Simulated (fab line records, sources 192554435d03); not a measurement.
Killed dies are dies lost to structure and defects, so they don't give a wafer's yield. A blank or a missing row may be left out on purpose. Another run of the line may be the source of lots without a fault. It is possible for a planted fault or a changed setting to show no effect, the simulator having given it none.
Matching of chambers	flow n5Finfet	4 sister chambers for N5_BEOL_M15_ETCH_57 on rieDiel-02
The step etches SOC in N2/H2, time 750 s. 4 wafers are shown with their chamber, then 10 later ones without.

== EACH WAFER AND ITS CHAMBER ==
wafer	chamber	showerheadPlenumPTorr (Torr)
L084.5	1	2.56
L085.5	0	2.50
L085.6	3	2.69
L088.5	2	2.59

== WAFERS WITH NO CHAMBER GIVEN ==
wafer	showerheadPlenumPTorr (Torr)
L088.6	2.69
L093.1	2.55
L093.3	2.58
L093.4	2.68
L094.1	2.68
L094.3	2.55
L094.6	2.49
L097.1	2.49
L097.4	2.55
L097.6	2.49

== EACH ONE'S CHAMBER ==
wafer	from the rows above	in truth
L088.6	3	3
L093.1	1	1
L093.3	can't be placed: 2 or 1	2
L093.4	3	3
L094.1	3	3
L094.3	1	1
L094.6	0	0
L097.1	0	0
L097.4	1	1
L097.6	0	0
9 of 10 placed correctly. Cannot be placed on the basis of these rows: 1; the candidates contain the true chamber in 1. Placed wrongly: 0.
How it was worked out, from the rows above alone: a wafer's distance from a chamber is the root of the sum, over the readings, of the square of ((its reading less the chamber's mean) divided by the reading's scatter). The wafer belongs to the nearest chamber; if the next one is less than 2 further off, it can't be placed. For every chamber, the mean is computed from those of its wafers that are shown. The scatter (one wafer shown for each chamber): square how far every hidden wafer sits from the nearest shown wafer, average those squares and take the square root.
